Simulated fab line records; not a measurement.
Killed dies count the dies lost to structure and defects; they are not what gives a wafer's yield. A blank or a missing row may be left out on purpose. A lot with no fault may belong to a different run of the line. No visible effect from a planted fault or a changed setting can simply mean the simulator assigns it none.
Matching of chambers ; flow n5Finfet ; N5_BEOL_M9_ETCH_61 on rieDiel-03 has 4 sister chambers
The step etches SiARC in CF4, target depth 39 nm, time 65 s. 18 wafers are shown with their chamber, then 9 later ones without.

== WAFERS WITH THEIR CHAMBER ==
wafer;chamber;drypumpMotorCurrentA (A);showerheadPlenumPTorr (Torr);oesProductAu (a.u.)
L074.4;1;4.9;2.25;0.74
L074.5;0;5.7;2.11;0.58
L074.6;3;5.5;2.11;0.85
L075.2;1;4.9;2.25;0.72
L075.3;2;6.6;2.20;0.64
L075.4;3;5.4;2.11;0.81
L077.2;2;6.6;2.20;0.64
L077.4;2;6.6;2.20;0.64
L077.5;3;5.4;2.11;0.81
L078.1;1;4.9;2.25;0.73
L078.2;2;6.6;2.20;0.64
L078.4;0;5.6;2.11;0.84
L079.2;2;6.6;2.20;0.64
L079.3;3;5.4;2.10;0.80
L079.5;1;4.9;2.25;0.72
L085.2;2;6.6;2.20;0.64
L085.5;0;5.6;2.10;0.81
L085.6;1;4.9;2.24;0.71

SIGNATURES (averages over the wafers above)
reading;chamber 0;chamber 1;chamber 2;chamber 3;scatter within a chamber
drypumpMotorCurrentA;5.633;4.900;6.600;5.425;0.0318
showerheadPlenumPTorr;2.1067;2.2480;2.2000;2.1075;0.00398
oesProductAu;0.7433;0.7240;0.6400;0.8175;0.0551
Rule: for a wafer and a chamber, the distance is found by dividing, reading by reading, the gap between the wafer's reading and the chamber's mean by the reading's scatter, squaring, summing and taking the root. The wafer belongs to the nearest chamber; if the next one is less than 2 further off, it can't be placed. The scatter is the square root of a quotient: the sum, over the shown wafers, of each reading's squared deviation from its chamber's mean, divided by wafers minus chambers.

== WAFERS MISSING THEIR CHAMBER ==
wafer;drypumpMotorCurrentA (A);showerheadPlenumPTorr (Torr);oesProductAu (a.u.)
L090.3;5.4;2.10;0.77
L090.5;5.7;2.10;0.79
L090.6;5.4;2.10;0.76
L092.1;4.9;2.24;0.70
L092.3;5.4;2.10;0.77
L092.6;6.6;2.19;0.63
L093.2;6.6;2.19;0.62
L093.4;4.9;2.24;0.70
L093.6;5.5;2.10;0.76

== CHAMBER TAKEN BY EACH ==
wafer;from the rows above;in truth
L090.3;3;3
L090.5;0;0
L090.6;3;3
L092.1;1;1
L092.3;3;3
L092.6;2;2
L093.2;2;2
L093.4;1;1
L093.6;can't be placed: 3 or 0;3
8 of 9 placed correctly. Cannot be placed on the basis of these rows: 1; the candidates contain the true chamber in 1. 0 placed wrongly.
